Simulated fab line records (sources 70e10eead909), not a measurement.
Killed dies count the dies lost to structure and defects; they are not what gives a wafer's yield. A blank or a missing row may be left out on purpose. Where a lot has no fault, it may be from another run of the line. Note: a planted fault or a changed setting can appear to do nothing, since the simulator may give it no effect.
Matching of chambers -- flow nandHarc -- 4 sister chambers for NHARC_A_CHANNEL_FILL_D2_STRIP_28 on rieDiel-06
The step strips in O2, time 20 s. 20 wafers are shown with their chamber, then 10 later ones without.

== EACH WAFER AND ITS CHAMBER ==
wafer,chamber,showerheadPlenumPTorr (Torr),drypumpMotorCurrentA (A),oesProductAu (a.u.)
L074.3,1,3.35,5.4,1.007
L074.5,3,3.36,5.4,0.997
L074.6,2,3.59,5.4,0.974
L075.1,0,3.43,5.9,0.983
L075.5,1,3.35,5.4,1.003
L075.6,0,3.43,5.8,0.981
L077.2,1,3.35,5.4,1.003
L077.4,3,3.36,5.4,0.985
L077.6,3,3.36,5.4,0.997
L085.1,0,3.43,5.8,0.972
L085.3,3,3.36,5.4,0.977
L085.6,2,3.59,5.4,0.971
L086.1,0,3.43,5.9,0.990
L086.5,2,3.59,5.4,0.968
L086.6,3,3.36,5.4,1.002
L087.1,1,3.34,5.4,0.999
L087.3,3,3.36,5.4,1.004
L087.4,0,3.43,5.9,0.991
L093.1,2,3.59,5.5,0.997
L093.3,0,3.43,5.9,0.998

SIGNATURES (means of the wafers above)
reading,chamber 0,chamber 1,chamber 2,chamber 3,scatter within a chamber
showerheadPlenumPTorr,3.4300,3.3475,3.5900,3.3600,0.00217
drypumpMotorCurrentA,5.867,5.400,5.425,5.400,0.0361
oesProductAu,0.98583,1.00300,0.97750,0.99367,0.00976
Rule: a wafer's distance from a chamber is the root of the sum, over the readings, of the square of ((its reading less the chamber's mean) divided by the reading's scatter). The wafer belongs to the nearest chamber; if the next one is less than 2 further off, it can't be placed. How the scatter is found: for the shown wafers, subtract from each reading the mean of its chamber, square and add these, divide the total by (wafers less chambers), then take the root.

== WAFERS MISSING THEIR CHAMBER ==
wafer,showerheadPlenumPTorr (Torr),drypumpMotorCurrentA (A),oesProductAu (a.u.)
L093.5,3.34,5.4,0.991
L095.2,3.34,5.4,0.991
L095.3,3.36,5.4,1.006
L095.6,3.36,5.4,1.006
L097.1,3.36,5.4,1.001
L097.2,3.43,5.9,0.988
L097.3,3.59,5.4,1.003
L097.4,3.34,5.4,0.988
L097.5,3.43,5.8,0.987
L097.6,3.34,5.4,0.986

== EACH ONE'S CHAMBER ==
wafer,from the rows above,in truth
L093.5,1,1
L095.2,1,1
L095.3,3,3
L095.6,3,3
L097.1,3,3
L097.2,0,0
L097.3,2,2
L097.4,1,1
L097.5,0,0
L097.6,1,1
Correct placement for 10 of the 10. Left unplaced by these rows: 0. 0 placed wrongly.
